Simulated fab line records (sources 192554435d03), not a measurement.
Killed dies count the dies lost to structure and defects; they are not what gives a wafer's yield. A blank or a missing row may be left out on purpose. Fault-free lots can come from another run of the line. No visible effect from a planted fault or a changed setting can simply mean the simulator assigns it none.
fab line records	flow n5Finfet
record: lots: 6	wafers: 18	lastDay: 17
route steps=1938 shown BEOL_M7@1269 PASSIVATION@1936
lots that met no fault: taken from a fault-free run of the same line
startH: the number of hours between the record's first day and the start of the first shown wafer of the lot	waitH: time in hours since the lot's previous step	" as in the row above	L1.1+2: several wafers, shown together as one row	- either no value or no given start	* or withheld: withheld	< > ~ a bound
route shown NAME@n: NAME is a module with steps in the file, n the number in the route of the first one	usual: mean/standard deviation taken from wafers without a fault	same: alike in all rows	chamber/n: place in a boat	sites: readings site by site	_std_site: standard deviation of those values	_edge_site: inner sites' mean taken away from outer sites' mean	radiusMm: how far each site lies from the wafer's centre	mask NAME#n: copy n	behind: the tool/chamber that last shaped the wafer	hold: what put the lot on hold/how long, in hours/how the hold closed	device: transistor that didn't switch, given as n, p or np	end of line: at the end of the route, the tests of the same wafers	for a step that has no rows: nothing shown but its recipe	killed: count of dies lost to structure and defects at first sort (not the wafer's yield)	map: dies across one wafer; x = killed, . = not, _ = none there
set.NAME: the setting that was run; set.NAME@STEP: the one run at that earlier step	model.NAME: the simulator's own value behind a step, which no gauge read
lots seen at some steps along the route; tables by step, rows by wafer
services: when a tool's chamber went out of use (startH, in hours from the record's first day, below 0 if earlier), for how many hours, and the reason
== steps ==
step: N5_BEOL_M7_COAT_60
recipe: resist: SiARC	tempC: 220	timeS: 60	spinRpm: 1500	resistThkNm: 35
step: N5_BEOL_M7_COAT_05
recipe: resist: CAR-ArF	spinRpm: 1500	resistThkNm: 90
step: N5_BEOL_M7_EBR_07
recipe: solvent: PGMEA	ebrWidthMm: 1.5
step: N5_BEOL_M7_SOFTBAKE_06
recipe: tempC: 110	timeS: 60	resist: CAR-ArF
step: N5_BEOL_M7_EXPOSE_08
recipe: maskId: M7	na: 1.35	sourceShape: dipole	sigmaInner: 0.817	sigmaOuter: 0.97	polarization: te	doseMj: 68.25
step: N5_BEOL_M7_PEB_09
recipe: pebTempC: withheld	pebTimeS: 60	resist: CAR-ArF
step: N5_BEOL_M7_DEVELOP_10
recipe: developTimeS: 30	developer: TMAH	resist: CAR-ArF	rinseLiquid: diw	dry: airSpin	devTempC: 23
step: N5_BEOL_M7_CD_MEAS_11
recipe: targetCdNm: 38.5	landingEnergyEv: 500	detector: seInlens	polarity: opening
usual: cdNm: 38.4/0.43
lot.wafer	tool	chamber	startH	waitH	cdNm
L161.2	cdSem-03	0	198.19	-	38.6
L161.3	"	0	"	"	38.4
L161.5	"	0	"	"	39.5
L172.3	cdSem-01	0	259.02	-	37.8
L172.4	"	0	"	"	37.7
L172.5	"	0	"	"	38.4
L176.1	cdSem-01	0	297.76	-	37.7
L176.4	"	0	"	"	37.9
L176.6	"	0	"	"	37.9
L178.3	cdSem-02	0	299.34	-	38.1
L178.4	"	0	"	"	38.2
L178.6	"	0	"	"	37.8
L183.3	cdSem-03	0	334.13	-	38.3
L183.5	"	0	"	"	38.4
L183.6	"	0	"	"	38.2
L181.1	cdSem-01	0	334.35	-	38.1
L181.5	"	0	"	"	38.4
L181.6	"	0	"	"	38.0
step: N5_BEOL_M7_OVL_MEAS_12
recipe: pointsPerWafer: 44
usual: M7_OVL: 0.5/0.72
lot.wafer	tool	chamber	startH	waitH	M7_OVL[nm]
L161.2	overlay-02	0	198.22	0.0	0.5
L161.3	"	0	"	"	0.4
L161.5	"	0	"	"	-0.2
L172.3	overlay-01	0	259.05	0.0	0.2
L172.4	"	0	"	"	1.3
L172.5	"	0	"	"	0.5
L176.1	overlay-01	0	297.79	0.0	-0.1
L176.4	"	0	"	"	-0.2
L176.6	"	0	"	"	-0.2
L178.3	overlay-01	0	299.37	0.0	2.2
L178.4	"	0	"	"	1.1
L178.6	"	0	"	"	1.3
L183.3	overlay-01	0	334.16	0.0	0.3
L183.5	"	0	"	"	0.8
L183.6	"	0	"	"	-0.2
L181.1	overlay-01	0	334.39	0.0	-0.6
L181.5	"	0	"	"	0.5
L181.6	"	0	"	"	0.2
step: N5_BEOL_M7_INSPECT_13
recipe: mode: adi	inspectInstrument: brightfield
usual: rawDefectCount: 408/87
lot.wafer	tool	chamber	startH	waitH	rawDefectCount
L161.2	defectInspect-01	-	198.24	0.0	319
L161.3	"	-	"	"	487
L161.5	"	-	"	"	379
L172.3	defectInspect-01	-	259.07	0.0	316
L172.4	"	-	"	"	396
L172.5	"	-	"	"	433
L176.1	defectInspect-01	-	297.81	0.0	297
L176.4	"	-	"	"	305
L176.6	"	-	"	"	388
L178.3	defectInspect-02	-	299.39	0.0	330
L178.4	"	-	"	"	329
L178.6	"	-	"	"	344
L183.3	defectInspect-02	-	334.18	0.0	493
L183.5	"	-	"	"	362
L183.6	"	-	"	"	379
L181.1	defectInspect-01	-	334.41	0.0	567
L181.5	"	-	"	"	278
L181.6	"	-	"	"	383
step: N5_BEOL_M7_DESCUM_16
recipe: chemistry: O2	timeS: 7.9	sourcePowerW: 50	biasPowerW: 20	pressureMtorr: 20	rfFrequencyHz: 2.712e+07	tempC: 40	resist: CAR-ArF	o2FlowSccm: 225
usual: drypumpMotorCurrentA: 5.9/0.45	oesProductAu: 0.76/0.081	rfVppV: 243.4/1.6	showerheadPlenumPTorr: 2.11/0.092	throttleValvePct: 20.57/0.16
lot.wafer	tool	chamber	startH	waitH	drypumpMotorCurrentA	oesProductAu	rfHoursCounterH	rfVppV	showerheadPlenumPTorr	throttleValvePct
L161.2	rieDiel-06	3	198.27	0.0	5.7	0.70	222	243.5	2.15	20.75
L161.3	"	2	"	"	5.9	0.69	245	242.7	2.15	20.61
L161.5	"	3	"	"	5.7	0.70	-	242.7	2.15	20.74
L172.3	rieDiel-05	3	259.10	0.0	6.5	0.72	197	244.4	2.16	20.85
L172.4	"	0	"	"	5.5	0.73	194	245.0	2.17	20.56
L172.5	"	3	"	"	6.5	0.73	-	244.0	2.16	20.85
L176.1	rieDiel-05	1	297.85	0.0	6.2	0.76	153	239.8	1.92	20.65
L176.4	"	3	"	"	6.5	0.73	-	243.2	2.15	20.85
L176.6	"	1	"	"	6.2	0.76	-	240.1	1.92	20.63
L178.3	rieDiel-05	3	299.43	0.0	6.6	0.72	210	243.4	2.15	20.87
L178.4	"	3	"	"	6.5	0.72	-	244.2	2.15	20.87
L178.6	"	1	"	"	6.2	0.75	-	241.3	1.92	20.65
L183.3	rieDiel-06	0	334.21	0.0	4.9	0.83	87	242.4	2.11	20.51
L183.5	"	3	"	"	5.6	0.96	-	244.5	2.14	20.46
L183.6	"	0	"	"	4.9	0.84	-	242.6	2.11	20.51
L181.1	rieDiel-02	3	334.76	0.3	6.3	0.85	50	245.7	2.23	20.24
L181.5	"	3	"	"	6.2	0.86	-	245.8	2.23	20.24
L181.6	"	0	"	"	6.2	0.69	-	241.8	1.98	20.65
step: N5_BEOL_M7_ETCH_61
recipe: chemistry: CF4	target: SiARC	targetDepthA: 455	maskMaterial: CAR-ArF	timeS: 75.8	ionEnergyEv: 80	pressureMtorr: 40	sourceW: 545	biasW: 36	Ar_flow_sccm: 100	cf4FlowSccm: 100	ends: cleared
usual: drypumpMotorCurrentA: 5.9/0.46	etchRfOnTimeS: 76.1/0.98	oesProductAu: 0.65/0.07	rfFwdPowerW: 539.6/2.4	rfVppV: 184.2/1.4	showerheadPlenumPTorr: 2.16/0.089	throttleValvePct: 15.77/0.19
lot.wafer	tool	chamber	startH	waitH	drypumpMotorCurrentA	etchRfOnTimeS	oesProductAu	rfFwdPowerW	rfHoursCounterH	rfVppV	showerheadPlenumPTorr	throttleValvePct
L161.2	rieDiel-06	3	198.31	0.0	5.6	75.4	0.60	531.9	222	184.3	2.21	16.01
L161.3	"	2	"	"	5.9	76.2	0.58	541.8	245	185.6	2.19	15.85
L161.5	"	3	"	"	5.6	75.1	0.60	533.7	-	184.0	2.21	16.00
L172.3	rieDiel-05	3	259.14	0.0	6.6	77.7	0.62	538.8	197	183.5	2.21	16.06
L172.4	"	0	"	"	5.5	75.5	0.63	539.9	194	186.0	2.22	15.77
L172.5	"	3	"	"	6.6	76.7	0.62	539.7	-	186.3	2.21	16.08
L176.1	rieDiel-05	1	297.88	0.0	6.2	76.0	0.64	535.7	153	182.0	1.97	15.80
L176.4	"	3	"	"	6.6	77.0	0.62	541.7	-	183.9	2.20	16.09
L176.6	"	1	"	"	6.2	76.0	0.64	538.0	-	183.2	1.97	15.82
L178.3	rieDiel-05	3	299.46	0.0	6.6	77.2	0.61	538.3	210	184.1	2.20	16.09
L178.4	"	3	"	"	6.6	77.4	0.62	536.6	-	184.7	2.20	16.09
L178.6	"	1	"	"	6.2	75.3	0.64	537.1	-	180.5	1.97	15.81
L183.3	rieDiel-06	0	334.25	0.0	4.9	76.0	0.71	540.2	87	185.1	2.16	15.65
L183.5	"	3	"	"	5.6	74.0	0.84	533.6	-	184.8	2.19	15.59
L183.6	"	0	"	"	4.9	75.9	0.72	543.0	-	184.6	2.16	15.66
L181.1	rieDiel-02	3	334.79	0.0	6.3	75.9	0.73	541.4	50	185.8	2.27	15.38
L181.5	"	3	"	"	6.2	76.3	0.73	540.5	-	185.5	2.27	15.38
L181.6	"	0	"	"	6.2	76.1	0.59	539.1	-	180.9	2.03	15.89
step: N5_BEOL_M7_ETCH_62
recipe: chemistry: N2/H2	target: SOC	targetDepthA: 1100	overetchA: 220	maskMaterial: SiARC	tempC: 40	timeS: 165	ionEnergyEv: 200	pressureMtorr: 30	sourceW: 840	biasW: 150	n2FlowSccm: 200	h2FlowSccm: 200
usual: drypumpMotorCurrentA: 5.9/0.45	h2FlowSccm: 199.9/0.57	oesProductAu: 0.65/0.066	rfFwdPowerW: 837.1/2.7	rfVppV: 524/3.2	showerheadPlenumPTorr: 2.56/0.11	throttleValvePct: 18.00/0.19
lot.wafer	tool	chamber	startH	waitH	drypumpMotorCurrentA	h2FlowSccm	oesProductAu	rfFwdPowerW	rfHoursCounterH	rfVppV	showerheadPlenumPTorr	throttleValvePct	model.SiARC_of_BEOL_M7_COAT_60.thkNm	model.BEOL_M7.cdOffsetNm
L161.2	rieDiel-06	3	198.36	0.0	5.7	199.7	0.60	837.8	222	526	2.62	18.30	28.4	0
L161.3	"	2	"	"	5.9	199.2	0.59	835.6	245	526	2.61	18.11	28.4	0
L161.5	"	3	"	"	5.7	199.5	0.60	834.7	-	525	2.62	18.29	28.6	0.6
L172.3	rieDiel-05	3	259.19	0.0	6.6	199.3	0.63	835.1	197	527	2.62	18.31	28.4	-0.2
L172.4	"	0	"	"	5.5	199.6	0.62	840.9	194	526	2.64	17.91	28.2	-0.4
L172.5	"	3	"	"	6.6	198.9	0.62	840.6	-	526	2.62	18.32	28.4	-0.4
L176.1	rieDiel-05	1	297.94	0.0	6.2	199.7	0.64	1038.0	153	483	2.34	18.06	27.4	0
L176.4	"	3	"	"	6.6	199.3	0.62	1043.7	-	490	2.61	18.32	27.8	0.2
L176.6	"	1	"	"	6.2	199.8	0.64	1037.1	-	482	2.34	18.08	27.6	0.4
L178.3	rieDiel-05	3	299.52	0.0	6.6	199.7	0.61	1039.9	210	490	2.61	18.35	27.6	0.4
L178.4	"	3	"	"	6.6	199.9	0.62	1039.8	-	489	2.61	18.34	27.6	0.2
L178.6	"	1	"	"	6.2	199.4	0.64	1032.2	-	483	2.34	18.08	27.4	0.4
L183.3	rieDiel-06	0	334.31	0.0	5.0	199.1	0.71	841.8	87	523	2.58	18.08	28.4	-0.2
L183.5	"	3	"	"	5.7	200.2	0.81	834.2	-	525	2.61	17.94	28.2	0.2
L183.6	"	0	"	"	4.9	199.8	0.70	839.6	-	524	2.57	18.09	28.4	-0.2
L181.1	rieDiel-02	3	334.85	0.0	6.2	199.6	0.72	835.7	50	528	2.68	17.54	28	0
L181.5	"	3	"	"	6.2	200.1	0.72	834.6	-	527	2.68	17.52	28.2	-0.4
L181.6	"	0	"	"	6.2	199.3	0.59	837.1	-	519	2.40	18.07	28.2	-0.4
step: N5_BEOL_M7_STRIP_68
recipe: chemistry: N2/H2	tempC: 40	n2FlowSccm: 200	h2FlowSccm: 200	rfFrequencyHz: 6e+07
step: N5_BEOL_M7_STRIP_67
recipe: chemistry: CF4	resist: SiARC	powerW: 300	biasPowerW: 75	pressureMtorr: 50	cf4FlowSccm: 150	rfFrequencyHz: 6e+07
usual: drypumpMotorCurrentA: 5.9/0.45	oesProductAu: 0.76/0.077	powerW: 299.8/0.84	rfVppV: 271.3/1.9	showerheadPlenumPTorr: 1.81/0.076	throttleValvePct: 13.75/0.21
lot.wafer	tool	chamber	startH	waitH	drypumpMotorCurrentA	oesProductAu	powerW	rfHoursCounterH	rfVppV	showerheadPlenumPTorr	throttleValvePct
L161.2	rieDiel-06	3	198.51	0.0	5.6	0.70	299.4	222	273.7	1.85	13.98
L161.3	"	2	"	"	5.9	0.69	299.6	245	273.8	1.84	13.87
L161.5	"	3	"	"	5.6	0.70	299.8	-	271.4	1.85	13.98
L172.3	rieDiel-05	3	259.34	0.0	6.6	0.74	299.5	197	272.4	1.85	14.03
L172.4	"	0	"	"	5.5	0.74	299.6	194	272.2	1.86	13.77
L172.5	"	3	"	"	6.6	0.74	300.3	-	271.8	1.85	14.05
L176.1	rieDiel-05	1	298.08	0.0	6.2	0.76	300.3	153	268.5	1.65	13.76
L176.4	"	3	"	"	6.6	0.72	299.2	-	271.2	1.84	14.08
L176.6	"	1	"	"	6.3	0.75	300.1	-	269.0	1.65	13.79
L178.3	rieDiel-05	3	299.66	0.0	6.6	0.73	299.1	210	273.1	1.84	14.08
L178.4	"	3	"	"	6.6	0.73	298.9	-	271.5	1.84	14.07
L178.6	"	1	"	"	6.2	0.75	300.5	-	267.8	1.65	13.76
L183.3	rieDiel-06	0	334.45	0.0	5.0	0.83	301.0	87	271.5	1.81	13.61
L183.5	"	3	"	"	5.7	0.97	299.6	-	272.8	1.83	13.52
L183.6	"	0	"	"	4.9	0.83	301.5	-	270.5	1.81	13.61
L181.1	rieDiel-02	3	334.99	0.0	6.3	0.86	299.8	50	272.6	1.91	13.34
L181.5	"	3	"	"	6.2	0.85	300.5	-	273.4	1.91	13.35
L181.6	"	0	"	"	6.2	0.70	301.1	-	268.6	1.71	13.91
step: N5_BEOL_M7_HM_OPEN_17
recipe: chemistry: Cl2/BCl3	targetDepthA: 200	overetchA: 60	target: TiN	maskMaterial: SOC	ionEnergyEv: 150	pressureMtorr: 10	icpW: 1000	biasW: 126	Cl2_flow_sccm: 53.25	bcl3FlowSccm: 21.75	Ar_flow_sccm: 25
usual: drypumpMotorCurrentA: 5.9/0.59	heBacksideLeakSccm: 3.4/0.32	oesProductAu: 0.64/0.1	throttleValvePct: 22.13/0.1
lot.wafer	tool	chamber	startH	waitH	drypumpMotorCurrentA	heBacksideLeakSccm	oesProductAu	rfHoursCounterH	throttleValvePct	model.BEOL_M7.cdOffsetNm
L161.2	rieMetal-02	0	198.55	0.0	6.5	3.5	0.64	40	22.08	0.2
L161.3	"	1	"	"	6.1	3.0	0.61	-	22.01	0
L161.5	"	1	"	"	6.1	3.3	0.61	-	21.99	0.6
L172.3	rieMetal-03	0	259.41	0.1	6.3	3.1	0.83	-	21.98	-0.2
L172.4	"	1	"	"	5.0	3.7	0.56	-	22.19	-0.4
L172.5	"	0	"	"	6.3	3.1	0.84	-	22.02	-0.2
L176.1	rieMetal-03	1	298.12	0.0	5.0	3.6	0.54	113	22.22	0
L176.4	"	0	"	"	6.3	3.3	0.79	-	22.03	0.2
L176.6	"	1	"	"	5.0	3.7	0.54	-	22.23	0.4
L178.3	rieMetal-02	0	299.73	0.1	6.6	3.6	0.63	-	22.07	0.4
L178.4	"	1	"	"	6.1	3.3	0.60	-	22.03	0.2
L178.6	"	1	"	"	6.1	3.2	0.60	-	22.03	0.2
L183.3	rieMetal-02	1	334.52	0.1	6.1	3.2	0.59	-	22.02	-0.2
L183.5	"	1	"	"	6.1	3.1	0.59	-	22.03	0.2
L183.6	"	0	"	"	6.5	3.6	0.63	-	22.10	-0.2
L181.1	rieMetal-02	1	335.03	0.0	6.1	3.1	0.58	75	22.05	0
L181.5	"	0	"	"	6.5	3.5	0.62	-	22.12	-0.4
L181.6	"	1	"	"	6.1	3.1	0.58	-	22.06	-0.4
step: N5_BEOL_M7_STRIP_19
recipe: chemistry: O2	powerW: 400	tempC: 40	pressureMtorr: 30	rfFrequencyHz: 6e+07	biasPowerW: 0	overashFraction: 0.2	o2FlowSccm: 225
usual: drypumpMotorCurrentA: 5.8/0.47	oesProductAu: 0.77/0.094	rfVppV: 3.6/0.6	showerheadPlenumPTorr: 2.12/0.081	throttleValvePct: 16.81/0.2
same: overashFraction: 0.2
lot.wafer	tool	chamber	startH	waitH	drypumpMotorCurrentA	oesProductAu	rfHoursCounterH	rfVppV	showerheadPlenumPTorr	throttleValvePct
L161.2	rieDiel-05	2	198.75	0.2	6.1	0.70	222	4.4	2.16	16.80
L161.3	"	1	"	"	6.2	0.78	124	4.2	1.93	16.84
L161.5	"	0	"	"	5.5	0.74	-	4.1	2.18	16.78
L172.3	rieDiel-05	2	259.49	0.1	6.1	0.70	240	4.0	2.15	16.81
L172.4	"	0	"	"	5.5	0.74	194	3.0	2.17	16.83
L172.5	"	3	"	"	6.6	0.73	-	3.3	2.16	17.13
L176.1	rieDiel-06	1	298.24	0.1	5.4	0.69	242	2.5	2.06	16.92
L176.4	"	1	"	"	5.4	0.69	-	4.0	2.06	16.90
L176.6	"	2	"	"	5.9	0.94	-	3.9	2.14	16.52
L178.3	rieDiel-06	3	299.86	0.1	5.7	1.02	0	3.3	2.14	16.62
L178.4	"	3	"	"	5.6	1.02	-	3.5	2.14	16.63
L178.6	"	1	"	"	5.4	0.68	-	3.1	2.06	16.90
L183.3	rieDiel-06	2	334.67	0.1	5.9	0.93	28	4.5	2.14	16.53
L183.5	"	3	"	"	5.7	0.96	-	3.8	2.14	16.64
L183.6	"	2	"	"	5.9	0.92	-	2.2	2.14	16.54
L181.1	rieDiel-05	2	335.26	0.2	6.1	0.96	3	3.0	2.15	16.39
L181.5	"	2	"	"	6.1	0.96	-	3.8	2.15	16.40
L181.6	"	3	"	"	6.5	0.72	-	4.2	2.15	17.17
step: N5_PASSIVATION_PROBE_49
usual: defectLimitedYield: 91.6/1.4	killed_at_M0_to_M3: 35/10	killed_at_M4_up: 13/5.3	killedAtContacts: 12/5.9	killedAtFrontEnd: 36/9.9	killedAtOther: 3.2/3	killedDies: 99/16	killedOpen: 66/12	killedShort: 32/7.7	sort_bin_5_function: 4.9/0.91	sort_bin_6_memory: 3.2/0.65	sortNPass: 1081/16	sortYieldPct: 91.6/1.4
same: grossDies: 1180	killedAtBackSide: 0	sort_bin_4_leakage[%]: 0	sort_bin_8_speed[%]: 0
lot.wafer	tool	chamber	startH	waitH	defectLimitedYield[%]	killed_at_M0_to_M3	killed_at_M4_up	killedAtContacts	killedAtFrontEnd	killedAtOther	killedDies	killedOpen	killedShort	sort_bin_5_function[%]	sort_bin_6_memory[%]	sortNPass	sortYieldPct[%]
L181.1	prober-01	-	404.77	0.5	91.8	40	10	12	29	6	97	66	31	5.1	2.8	1083	91.8
L181.5	prober-01	-	404.97	0.7	90.8	45	4	6	48	5	108	73	35	4.9	3.4	1072	90.8
L181.6	prober-01	-	405.02	0.7	90.8	44	10	5	46	4	109	68	35	5.6	2.9	1071	90.8
killed by level:class
L181.1 BEOL_M0_SAQP:geometricParticle:short=12 MOL_CONTACT_COAG:geometricParticle:open=10 BEOL_M0_SAQP:geometricParticle:open=8 BEOL_M2:geometricParticle:open=8 FIN_SAQP:geometricParticle:open=5 STARTING-WAFER:geometricParticle:open=5 FIN_SAQP:geometricParticle:short=4 STI_FIN_REVEAL:geometricParticle:open=4
L181.5 FIN_SAQP:geometricParticle:open=12 BEOL_M1:geometricParticle:open=12 BEOL_M0_SAQP:geometricParticle:open=10 FIN_SAQP:geometricParticle:short=8 STI_FIN_REVEAL:geometricParticle:open=8 BEOL_M2:geometricParticle:open=8 BEOL_M0_SAQP:geometricParticle:short=6 MOL_CONTACT_COAG:geometricParticle:open=5
L181.6 BEOL_M0_SAQP:geometricParticle:open=16 FIN_SAQP:geometricParticle:short=10 BEOL_M0_SAQP:geometricParticle:short=10 STI_FIN_REVEAL:geometricParticle:open=9 FIN_SAQP:geometricParticle:open=8 BEOL_M1:geometricParticle:open=6 BEOL_M3:geometricParticle:open=6 HKMG_FIN:areaEtch=5
== services ==
tool	chamber	startH	hours	kind
rieDiel-02	0	180.05	2.6	repair
rieDiel-06	2	212.43	-	clean
rieDiel-06	2	212.43	-	consumableReplace:focusRing
rieDiel-06	2	212.43	23.1	scheduledDown
rieDiel-06	2	212.43	23.1	ventCycle
rieMetal-03	0	216.99	-	clean
rieMetal-02	-	234.31	0.4	repair
rieDiel-02	3	265.75	4.8	repair
rieDiel-06	3	283.42	-	clean
rieDiel-06	3	283.42	-	consumableReplace:focusRing
rieDiel-06	3	283.42	15.8	scheduledDown
rieDiel-06	3	283.42	15.8	ventCycle
rieDiel-05	2	290.86	-	clean
rieDiel-05	2	290.86	-	consumableReplace:focusRing
rieDiel-05	2	290.86	36.0	scheduledDown
rieDiel-05	2	290.86	36.0	ventCycle
rieMetal-03	-	293.92	3.5	repair
rieDiel-06	0	294.17	6.8	repair
rieMetal-02	1	295.89	2.2	repair
rieDiel-02	2	312.93	29.5	repair
rieDiel-06	1	331.18	-	clean
rieDiel-06	1	331.18	-	consumableReplace:focusRing
rieDiel-06	1	331.18	13.8	scheduledDown
rieDiel-06	1	331.18	13.8	ventCycle
== key ==
firstSign: step: N5_BEOL_M7_ETCH_62	reading: rfFwdPowerW	direction: up	sigmas: 74	usual: *	struck: *
effect: step: N5_BEOL_M7_ETCH_62	reading: rfVppV	direction: down	sigmas: 12	usual: 524	struck: 486
modelEffect: step: N5_BEOL_M7_ETCH_62	value: SiARC_of_BEOL_M7_COAT_60.thkNm	without: 28.37	struck: 27.57
modelEffect: step: N5_BEOL_M7_HM_OPEN_17	value: BEOL_M7.cdOffsetNm	without: -0.5	struck: 0.2333
metAt N5_BEOL_M7_ETCH_62
struckWafers L176.1,L176.4,L176.6,L178.3,L178.4,L178.6
onsetBetween 259.19 297.94
fault: kind: processParameterDrift	tool: rieDiel-05	chamber: -	onsetH: 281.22	steps: N5_BEOL_M7_ETCH_62	channel: sourceW	offset: 201.6	shape: step	endH: 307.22	actsIn: theseRecipesOnly	stated: 840
